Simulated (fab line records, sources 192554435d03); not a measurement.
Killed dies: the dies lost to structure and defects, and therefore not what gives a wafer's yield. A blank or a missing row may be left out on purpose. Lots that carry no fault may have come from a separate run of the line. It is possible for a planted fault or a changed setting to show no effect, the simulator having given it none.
Lot-split experiment :: flow n5-finfet :: on a route of 1938 steps: 7 lots, 21 wafers read

ON THE SPLIT
At N5_BEOL_M6_ETCH_62 (etches SOC in N2/H2, target depth 110 nm, overetch 22 nm, time 165 s), the setting bias-w was moved away from the recipe's 150 W on 8 of the 21 wafers read, by -9.8% to +10.8%. For the rest of the wafers, this setting stayed at what the recipe calls for.

The reading is taken at the split's own step.

THE READING
rf-vpp-V, in V, at N5_BEOL_M6_ETCH_62 (etches SOC in N2/H2, target depth 110 nm, overetch 22 nm, time 165 s). A value of 524.5 V with a standard deviation of 2.1 V is what fault-free wafers of this fab line usually give.

wafer: L081.1
tool, chamber at the split: rie-diel-04, 2
bias-w as run, W: 150
against the recipe: recipe
rf-vpp-V, V: 526.3
against lot-mates on the recipe: -

wafer: L081.3
tool, chamber at the split: rie-diel-04, 0
bias-w as run, W: 150
against the recipe: recipe
rf-vpp-V, V: 525.8
against lot-mates on the recipe: -

wafer: L081.4
tool, chamber at the split: rie-diel-04, 1
bias-w as run, W: 150
against the recipe: recipe
rf-vpp-V, V: 527.0
against lot-mates on the recipe: -

wafer: L080.2
tool, chamber at the split: rie-diel-06, 2
bias-w as run, W: 166.2
against the recipe: +10.8%
rf-vpp-V, V: 560.5
against lot-mates on the recipe: +36.5

wafer: L080.3
tool, chamber at the split: rie-diel-06, 3
bias-w as run, W: 166.2
against the recipe: +10.8%
rf-vpp-V, V: 560.6
against lot-mates on the recipe: +36.6

wafer: L080.5
tool, chamber at the split: rie-diel-06, 3
bias-w as run, W: 150
against the recipe: recipe
rf-vpp-V, V: 524.0
against lot-mates on the recipe: -

wafer: L082.1
tool, chamber at the split: rie-diel-04, 0
bias-w as run, W: 150
against the recipe: recipe
rf-vpp-V, V: 526.2
against lot-mates on the recipe: -

wafer: L082.3
tool, chamber at the split: rie-diel-04, 3
bias-w as run, W: 150
against the recipe: recipe
rf-vpp-V, V: 523.1
against lot-mates on the recipe: -

wafer: L082.4
tool, chamber at the split: rie-diel-04, 0
bias-w as run, W: 150
against the recipe: recipe
rf-vpp-V, V: 526.3
against lot-mates on the recipe: -

wafer: L083.1
tool, chamber at the split: rie-diel-06, 0
bias-w as run, W: 156.8
against the recipe: +4.5%
rf-vpp-V, V: 534.4
against lot-mates on the recipe: +9.4

wafer: L083.4
tool, chamber at the split: rie-diel-06, 3
bias-w as run, W: 150
against the recipe: recipe
rf-vpp-V, V: 525.0
against lot-mates on the recipe: -

wafer: L083.6
tool, chamber at the split: rie-diel-06, 1
bias-w as run, W: 156.8
against the recipe: +4.5%
rf-vpp-V, V: 541.8
against lot-mates on the recipe: +16.8

wafer: L088.3
tool, chamber at the split: rie-diel-04, 2
bias-w as run, W: 150
against the recipe: recipe
rf-vpp-V, V: 526.9
against lot-mates on the recipe: -

wafer: L088.4
tool, chamber at the split: rie-diel-04, 3
bias-w as run, W: 139.7
against the recipe: -6.9%
rf-vpp-V, V: 497.6
against lot-mates on the recipe: -28.7

wafer: L088.5
tool, chamber at the split: rie-diel-04, 0
bias-w as run, W: 150
against the recipe: recipe
rf-vpp-V, V: 525.7
against lot-mates on the recipe: -

wafer: L093.2
tool, chamber at the split: rie-diel-05, 1
bias-w as run, W: 138.2
against the recipe: -7.9%
rf-vpp-V, V: 498.0
against lot-mates on the recipe: -24.0

wafer: L093.4
tool, chamber at the split: rie-diel-05, 3
bias-w as run, W: 150
against the recipe: recipe
rf-vpp-V, V: 521.9
against lot-mates on the recipe: -

wafer: L093.5
tool, chamber at the split: rie-diel-05, 3
bias-w as run, W: 150
against the recipe: recipe
rf-vpp-V, V: 522.1
against lot-mates on the recipe: -

wafer: L094.1
tool, chamber at the split: rie-diel-06, 2
bias-w as run, W: 135.3
against the recipe: -9.8%
rf-vpp-V, V: 490.1
against lot-mates on the recipe: -35.4

wafer: L094.2
tool, chamber at the split: rie-diel-06, 1
bias-w as run, W: 150
against the recipe: recipe
rf-vpp-V, V: 525.5
against lot-mates on the recipe: -

wafer: L094.5
tool, chamber at the split: rie-diel-06, 0
bias-w as run, W: 135.3
against the recipe: -9.8%
rf-vpp-V, V: 493.3
against lot-mates on the recipe: -32.2

THE FIT
A straight line over all 21 wafers: rf-vpp-V changes by +3.37 V for each +1% of bias-w; r = +0.99; the points scatter about the line by 2.2 V.
The same after taking each lot's own level away (the mean of its wafers on the recipe; 21 wafers): +3.4 V for each +1%; r = +0.99; scatter 2.1 V.
According to that fit, moving bias-w by its largest amount changes the reading by 37 V.
Across the lots, their own levels run from 522.00 to 526.37 V, a range of 2.1 times the standard deviation given above.
The two slopes agree, so the slope changes little with the lot-to-lot level.
Check: with one of the wafers moved furthest among these (+10.8%) left out of the fit, the line predicts +36.2 V for it against its lot-mates. It came out at +36.5 V against them.
Tool readings at the split's step, against how far the setting was moved: rf-vpp-V r = +0.99.

FILE'S OWN FIT
rf-vpp-V changes by +3.42 V for each +1% of bias-w, r = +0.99.
